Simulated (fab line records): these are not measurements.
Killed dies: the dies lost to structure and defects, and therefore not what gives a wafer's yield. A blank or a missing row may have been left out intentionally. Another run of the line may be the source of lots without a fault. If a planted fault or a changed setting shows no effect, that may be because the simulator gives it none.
fab line records | flow n5-finfet
record lots=4 wafers=10 last-day=14
route steps=1938 shown GATE_CUT@465 BEOL_M4@1111
lots untouched by any fault: they come from a run of this same line in which no faults occurred
start-h: hours from the record's first day to the start of the lot's first wafer shown | wait-h: hours from the lot's prior step to this one | " unchanged from the row above | L1.1+2: a row that stands for several wafers | - no value, or no start given | * or withheld: withheld | < > ~ a bound
route shown NAME@n: names a module that has steps shown in the file, with the first one's number in the route | usual: average and standard deviation across the fault-free wafers | same: alike in all rows | chamber/n: place in a boat | sites: readings site by site | _std_site: standard deviation of those values | _edge_site: outer sites' mean less inner sites' | radius-mm: for every site, how far away it sits from the centre of the wafer | mask NAME#n: copy n | behind: the tool/chamber that last shaped the wafer | hold: cause of the lot's hold/its duration in hours/its outcome | device: the n, p or np transistor that did not switch | end of line: the same wafers' tests at the end of the route | step lacking rows: just its recipe | killed: dies lost to structure and defects at the first sort, not the wafer's yield | map: a wafer's dies, x killed, . not, _ none there
set.NAME: the run value of the setting; set.NAME@STEP: its run value at that earlier step | model.NAME: the simulator's own value behind a step, which no gauge read
lots at selected steps of the route; one table per step, one row per wafer
services: from which hour (start-h, from the record's first day; less than 0 if before it) a tool's chamber was out of use, for how many hours, and why
## steps
# step N5_GATE_CUT_ETCHBACK_00
# recipe chemistry=SF6/Cl2 target=W pressure-mtorr=8 icp-w=900 bias-w=80 SF6_flow_sccm=40 Cl2_flow_sccm=60
# step N5_GATE_CUT_ETCH_56
# recipe chemistry=Cl2/Ar target=TiN target-depth-a=216 pressure-mtorr=10 icp-w=600 bias-w=60 Cl2_flow_sccm=40 Ar_flow_sccm=60
# step N5_GATE_CUT_ETCHBACK_30
# recipe chemistry=Cl2/Ar target=TiN target-depth-a=30 mode=isotropic pressure-mtorr=10 icp-w=600 bias-w=60 Cl2_flow_sccm=40 Ar_flow_sccm=60
# step N5_GATE_CUT_VAPOR_ETCH_60
# recipe chemistry=BCl3/Cl2 target=HfO2 mode=isotropic
# step N5_GATE_CUT_ETCH_58
# recipe chemistry=CH3F/O2 target=SiNx target-depth-a=170 time-s=128.6 ion-energy-ev=50 pressure-mtorr=30 source-w=415 bias-w=21 Ar_flow_sccm=150 CH3F_flow_sccm=30 O2_flow_sccm=20
# step N5_GATE_CUT_STRIP_59
# recipe chemistry=N2/H2 time-s=20 power-w=100 temp-c=40 pressure-mtorr=100 rf-frequency-hz=6e+07 bias-power-w=3 n2-flow-sccm=300 h2-flow-sccm=300
# step N5_GATE_CUT_PRECLEAN_31
# recipe temp-c=23 chemistry=DIW time-s=300
# step N5_GATE_CUT_SRD_32
# recipe time-s=30 temp-c=23 rinse-liquid=diw dry=ipa-marangoni
# step N5_GATE_CUT_SAC_CAP_01
# recipe material=SiNx target-thk-a=240 temp-c=400 ald-precursor-family=SiH2I2 ald-co-reactant=N2/H2-plasma pulse-time-s=1 ald-cycles=480 purge-time-s=2 co-reactant-purge-time-s=2 pressure-torr=2
# step N5_GATE_CUT_PECVD_57
# recipe material=SiNx target-thk-a=210 temp-c=400 precursor=SiH4/NH3/N2 pressure-torr=1.5 rf-w=300
# step N5_GATE_CUT_CMP_02
# recipe stop-on=SiO2 t-overpolish-s=12.7 post-cmp-clean=alkaline-brush down-force-psi=2.5 platen-rpm=51.8 pad-velocity-m-s=1.0307 target-thk-nm=0
# step N5_GATE_CUT_HM_DEP_46
# recipe material=SiO2 target-thk-a=1300 temp-c=400 precursor=TEOS/O2 pressure-torr=6.5 rf-w=900 teos-flow-sccm=161.4 gas=O2 flow-sccm=2650 time-s=26.6
# usual heater-power-outer-w=341/68 heater-power-w=620/110 showerhead-plenum-p-Torr=8.34/0.04 susceptor-temp-C=399.98/0.22 throttle-valve-pct=18.7/1.1
# columns lot.wafer tool chamber start-h wait-h heater-power-outer-w heater-power-w showerhead-plenum-p-Torr susceptor-temp-C throttle-valve-pct model.SiO2_of_GATE_CUT_HM_DEP_46.thk-nm
L263.2 pecvd-01 1 97.26 0.0 408 731 8.34 399.84 16.4 129
L263.3 " 0 " " 304 571 8.34 399.88 19.5 129.4
L263.5 " 0 " " 298 579 8.34 399.78 19.2 130.6
L266.2 pecvd-04 2 110.22 0.0 428 766 8.33 399.99 19.0 129
L266.5 " 2 " " 444 756 8.34 400.43 19.3 129.8
L266.6 " 1 " " 409 787 8.35 399.92 20.6 131.2
L268.1 pecvd-01 1 119.91 0.0 459 787 8.34 400.39 16.9 129.6
L268.5 " 2 " " 200 418 8.30 - 17.6 102.2
L271.1 pecvd-01 0 138.10 0.0 294 586 8.34 400.10 19.3 130.6
L271.3 " 2 " " 289 514 8.29 - 17.5 104.2
# step N5_GATE_CUT_COAT_34
# recipe resist=SOC temp-c=250 time-s=60 spin-rpm=1500 resist-thk-nm=60
# step N5_GATE_CUT_COAT_35
# recipe resist=SiARC temp-c=220 time-s=60 spin-rpm=1500 resist-thk-nm=10
# step N5_GATE_CUT_COAT_27
# recipe resist=underlayer temp-c=205 time-s=60 spin-rpm=1500 resist-thk-nm=10
# step N5_GATE_CUT_COAT_07
# recipe resist=CAR-EUV spin-rpm=1500 resist-thk-nm=30
# step N5_GATE_CUT_EBR_09
# recipe solvent=PGMEA ebr-width-mm=1.5
# step N5_GATE_CUT_SOFTBAKE_08
# recipe temp-c=110 time-s=60 resist=CAR-EUV
# step N5_GATE_CUT_EXPOSE_10
# recipe mask-id=GATE_CUT na=0.33 source-shape=annular sigma-inner=0.35 sigma-outer=0.8 polarization=unpolarized target-cd-nm=20 dose-mj=43.25
# step N5_GATE_CUT_PEB_11
# recipe peb-temp-c=100 peb-time-s=60 resist=CAR-EUV
# step N5_GATE_CUT_DEVELOP_12
# recipe develop-time-s=30 developer=TMAH resist=CAR-EUV rinse-liquid=surfactant-rinse dry=air-spin dev-temp-c=23
# step N5_GATE_CUT_DESCUM_18
# recipe chemistry=O2 time-s=7 source-power-w=50 bias-power-w=20 pressure-mtorr=20 rf-frequency-hz=2.712e+07 temp-c=40 resist=CAR-EUV o2-flow-sccm=225
# step N5_GATE_CUT_ETCH_28
# recipe chemistry=N2/H2 target=underlayer target-depth-a=130 mask-material=CAR-EUV time-s=10.4 ion-energy-ev=200 pressure-mtorr=30 source-w=840 bias-w=150 n2-flow-sccm=200 h2-flow-sccm=200 ends=cleared
# step N5_GATE_CUT_ETCH_36
# recipe chemistry=CF4 target=SiARC target-depth-a=130 mask-material=CAR-EUV time-s=21.7 ion-energy-ev=80 pressure-mtorr=40 source-w=545 bias-w=36 Ar_flow_sccm=100 cf4-flow-sccm=100 ends=cleared
# step N5_GATE_CUT_ETCH_37
# recipe chemistry=N2/H2 target=SOC target-depth-a=600 overetch-a=120 mask-material=SiARC temp-c=40 time-s=90 ion-energy-ev=200 pressure-mtorr=30 source-w=840 bias-w=150 n2-flow-sccm=200 h2-flow-sccm=200
# step N5_GATE_CUT_STRIP_38
# recipe chemistry=N2/H2 temp-c=40 n2-flow-sccm=200 h2-flow-sccm=200 rf-frequency-hz=6e+07
# step N5_GATE_CUT_STRIP_39
# recipe chemistry=N2/H2 temp-c=40 n2-flow-sccm=200 h2-flow-sccm=200 rf-frequency-hz=6e+07
# step N5_GATE_CUT_HM_OPEN_40
# recipe chemistry=C4F6/O2 target=SiO2 mask-material=SiARC target-depth-a=1390 time-s=85.1 ion-energy-ev=250 pressure-mtorr=30 source-w=345 bias-w=185 Ar_flow_sccm=300 C4F6_flow_sccm=10 O2_flow_sccm=10 ends=cleared
# usual drypump-motor-current-A=5.7/0.41 etch-rf-on-time-s=94.0/1.8 oes-product-au=0.69/0.068 rf-vpp-V=666/11 showerhead-plenum-p-Torr=2.85/0.1 throttle-valve-pct=21.03/0.18
# columns lot.wafer tool chamber start-h wait-h drypump-motor-current-A etch-rf-on-time-s oes-product-au rf-hours-counter-h rf-vpp-V showerhead-plenum-p-Torr throttle-valve-pct model.etch.depth-nm model.SOC_of_GATE_CUT_COAT_34.thk-nm
L263.2 rie-diel-03 3 98.01 0.0 5.5 93.7 0.66 160 655 2.96 20.89 129.1 32.6
L263.3 " 2 " " 6.0 94.0 0.70 143 666 2.73 20.93 129.4 33.4
L263.5 " 2 " " 6.0 94.8 0.71 - 667 2.73 20.92 130.7 32.8
L266.2 rie-diel-04 2 110.85 0.0 5.8 92.7 0.68 140 653 2.86 20.95 129 33.4
L266.5 " 1 " " 5.2 93.7 0.63 - 677 2.95 21.16 129.8 32.4
L266.6 " 0 " " 5.5 94.9 0.65 - 655 2.73 21.19 131.1 32.4
L268.1 rie-diel-02 3 120.82 0.0 4.9 91.1 0.68 183 664 2.70 21.18 129.6 32.6
L268.5 " 1 " " 6.3 76.7 0.61 - 659 2.84 21.10 102.1 38.6
L271.1 rie-diel-04 2 138.86 0.0 5.8 94.4 0.68 151 653 2.86 20.99 130.6 33.2
L271.3 " 1 " " 5.2 75.9 0.62 223 679 2.95 21.17 104.1 38.2
# step N5_GATE_CUT_STRIP_41
# recipe chemistry=CF4 resist=SiARC power-w=300 bias-power-w=75 pressure-mtorr=50 cf4-flow-sccm=150 rf-frequency-hz=6e+07
# step N5_GATE_CUT_STRIP_42
# recipe chemistry=O2 power-w=400 temp-c=40 pressure-mtorr=30 rf-frequency-hz=6e+07 bias-power-w=0 overash-fraction=0.3 o2-flow-sccm=225
# step N5_GATE_CUT_ETCH_19
# recipe chemistry=CH3F/O2 target=SiNx mask-material=SiO2 target-depth-a=537 time-s=76.7 pressure-mtorr=30 source-w=395 bias-w=73 Ar_flow_sccm=150 CH3F_flow_sccm=30 O2_flow_sccm=20 ion-energy-ev=120 ends=cleared
# step N5_GATE_CUT_CUT_ETCH_53
# recipe chemistry=SF6/Cl2 target=W mask-material=SiO2 target-depth-a=792 pressure-mtorr=8 icp-w=900 bias-w=80 SF6_flow_sccm=40 Cl2_flow_sccm=60 ends=cleared
# step N5_GATE_CUT_CUT_ETCH_54
# recipe chemistry=Cl2/BCl3 target=TiN mask-material=SiO2 target-depth-a=967 pressure-mtorr=10 icp-w=1000 bias-w=126 Cl2_flow_sccm=53.25 bcl3-flow-sccm=21.75 Ar_flow_sccm=25 ends=cleared
# step N5_GATE_CUT_CUT_ETCH_55
# recipe chemistry=BCl3 target=HfO2 mask-material=SiO2 target-depth-a=32 ion-energy-ev=30 pressure-mtorr=5 icp-w=450 bias-w=18 bcl3-flow-sccm=80
# step N5_GATE_CUT_ETCH_47
# recipe chemistry=Cl2/BCl3 target=SiO2 target-depth-a=100 pressure-mtorr=10 icp-w=1000 bias-w=126 Cl2_flow_sccm=53.25 bcl3-flow-sccm=21.75 Ar_flow_sccm=25
# step N5_GATE_CUT_VAPOR_ETCH_48
# recipe chemistry=BCl3/Cl2 target=TiN mode=isotropic
# step N5_GATE_CUT_VAPOR_ETCH_49
# recipe chemistry=BCl3/Cl2 target=TiAlC mode=isotropic
# step N5_GATE_CUT_VAPOR_ETCH_51
# recipe chemistry=BCl3/Cl2 target=HfO2 mode=isotropic
# step N5_GATE_CUT_THK_MEAS_24
# recipe reads=SiO2_of_GATE_CUT_HM_DEP_46+SiO2_flowable_of_ILD0_FCVD_FILL_01
# usual GC_FILL_THK=219.3/1.9
# columns lot.wafer tool chamber start-h wait-h GC_FILL_THK[nm]
L263.2 film-metro-02 - 101.92 - 217.8
L263.3 " - " " 218.5
L263.5 " - " " 219.5
L266.2 film-metro-02 - 113.37 - 217.6
L266.5 " - " " 219.7
L266.6 " - " " 220.9
L268.1 film-metro-02 - 123.28 - 220.2
L268.5 " - " " 190.6
L271.1 film-metro-02 - 141.31 - 220.3
L271.3 " - " " 193.4
# step N5_GATE_CUT_CMP_43
# recipe material=SiO2 post-cmp-clean=rinse-only
# usual motor-current-A=11.7/1.4
# columns lot.wafer tool chamber start-h wait-h motor-current-A model.SiO2_of_GATE_CUT_HM_DEP_46.thk-nm
L263.3 cmp-02 0 102.03 0.1 11.6 5
L263.2 " 2 " " 11.4 5
L263.5 " 0 " " 11.4 5
L266.2 cmp-02 0 113.40 0.0 11.6 5
L266.5 " 0 " " 12.1 5
L266.6 " 1 " " 10.5 5
L268.1 cmp-02 1 123.31 0.0 10.3 5
L268.5 " 2 " " 10.9 3.6
L271.1 cmp-01 2 141.42 0.1 15.1 5
L271.3 " 3 " " 12.9 3.8
# step N5_BEOL_M4_RC_MEAS_101
# usual DIBL_N=36.0/1.8 DIBL_P=36.3/2.4 IOFF_N=0.16/0.035 IOFF_P=0.21/0.036 ION_N=673/13 ION_P=461/7.2 SS_N=71.4/0.6 SS_P=73.2/0.7 VT_N=250/4 VT_P=-250.9/2.9
# columns lot.wafer tool chamber start-h wait-h DIBL_N[mV/V] DIBL_P[mV/V] IOFF_N[nA/um] IOFF_P[nA/um] ION_N[uA/um] ION_P[uA/um] SS_N[mV/dec] SS_P[mV/dec] VT_N[mV] VT_P[mV]
L263.2 prober-02 0 188.40 0.2 37.2 38.8 0.18 0.25 677 467 72.2 74.2 247 -248.4
L263.3 " 0 " " 35.8 37.0 0.16 0.22 670 460 72.6 72.5 250 -253.0
L263.5 " 0 " " 36.7 38.0 0.18 0.24 682 467 72.6 73.1 246 -248.6
L266.2 prober-02 0 203.03 0.2 32.9 32.1 0.10 0.13 644 448 70.9 71.7 258 -255.2
L266.5 " 0 " " 35.6 35.7 0.15 0.18 671 465 71.2 72.7 250 -252.0
L266.6 " 0 " " 35.2 36.3 0.14 0.18 648 450 70.9 73.5 256 -254.4
L268.1 prober-01 0 215.04 0.0 35.6 36.2 0.14 0.18 672 458 71.8 73.1 251 -252.8
L268.5 " 0 " " 36.9 38.8 0.17 0.23 680 467 72.2 74.6 248 -252.6
L271.1 prober-01 0 242.39 0.0 38.2 38.4 0.20 0.22 697 467 72.0 73.7 246 -251.0
L271.3 " 0 " " 39.7 40.7 0.24 0.26 690 463 73.6 74.4 244 -248.0
## services
# columns tool chamber start-h hours kind
pecvd-04 2 74.57 2.1 scheduled-down
pecvd-04 - 80.64 1.6 repair
pecvd-01 - 85.51 1.7 repair
pecvd-01 - 115.27 1.3 repair
rie-diel-04 3 116.29 12.9 repair
cmp-02 - 127.72 4.6 pm
cmp-01 - 132.22 4.6 pm
cmp-02 - 136.03 4.0 pm
cmp-02 - 140.03 - consumable-replace:conditioner
cmp-02 - 140.03 - consumable-replace:pad
## key
first-sign step=N5_GATE_CUT_HM_OPEN_40 reading=etch-rf-on-time-s direction=down sigmas=10 usual=* struck=*
effect step=N5_GATE_CUT_THK_MEAS_24 reading=GC_FILL_THK direction=down sigmas=14 usual=219.3 struck=192.0
model-effect step=N5_GATE_CUT_HM_DEP_46 value=SiO2_of_GATE_CUT_HM_DEP_46.thk-nm without=130.2 struck=103.2
model-effect step=N5_GATE_CUT_HM_OPEN_40 value=etch.depth-nm without=130.2 struck=103.1
model-effect step=N5_GATE_CUT_CMP_43 value=SiO2_of_GATE_CUT_HM_DEP_46.thk-nm without=5 struck=3.7
met-at N5_GATE_CUT_HM_DEP_46
struck-wafers L268.5,L271.3
onset-between 97.26 119.91
fault kind=process-parameter-drift tool=pecvd-01 chamber=- onset-h=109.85 steps=N5_GATE_CUT_HM_DEP_46 channel=time-s offset=* shape=step end-h=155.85 scope=struck-wafers-only acts-in=* stated=*
